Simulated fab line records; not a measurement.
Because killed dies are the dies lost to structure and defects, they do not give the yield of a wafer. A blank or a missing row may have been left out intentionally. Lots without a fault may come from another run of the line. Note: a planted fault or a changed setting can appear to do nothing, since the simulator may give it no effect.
Matching of chambers ; flow nandHarc ; 4 sister chambers for NHARC_A_CONTACT_ETCH_110 on rieDiel-10
The step etches the open film in CF4/O2, target depth 60 nm, overetch 6 nm, time 33 s. 8 wafers are shown with their chamber, then 8 later ones without.

== WAFERS, EACH WITH ITS CHAMBER ==
wafer;chamber;showerheadPlenumPTorr (Torr);oesProductAu (a.u.)
L085.2;3;1.33;0.964
L085.6;1;1.41;0.974
L090.4;3;1.33;0.981
L089.5;0;1.42;1.003
L093.1;1;1.40;0.982
L093.2;0;1.41;0.995
L093.5;2;1.42;1.011
L095.1;2;1.42;1.016

== WAFERS MISSING THEIR CHAMBER ==
wafer;showerheadPlenumPTorr (Torr);oesProductAu (a.u.)
L095.2;1.33;0.987
L095.6;1.41;1.012
L094.1;1.41;0.997
L094.2;1.42;1.009
L094.3;1.33;0.986
L096.1;1.33;0.976
L096.4;1.41;1.006
L096.6;1.41;1.004

== THE CHAMBER EACH PASSED THROUGH ==
wafer;from the rows above;in truth
L095.2;3;3
L095.6;can't be placed: 2 or 0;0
L094.1;can't be placed: 0 or 1 or 2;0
L094.2;can't be placed: 2 or 0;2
L094.3;3;3
L096.1;3;3
L096.4;can't be placed: 0 or 2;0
L096.6;can't be placed: 0 or 2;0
Correctly placed: 3 of 8. Cannot be placed on the basis of these rows: 5; the candidates contain the true chamber in 5. 0 placed wrongly.
How it was worked out, from the rows above alone: a wafer's distance from a chamber is the root of the sum, over the readings, of the square of ((its reading less the chamber's mean) divided by the reading's scatter). If the next closest chamber is less than 2 further off than the closest, the wafer can't be placed; otherwise it belongs to the closest. The mean given for a chamber averages the wafers shown for that chamber. The scatter is the square root of a quotient: the sum, over the shown wafers, of each reading's squared deviation from its chamber's mean, divided by wafers minus chambers.
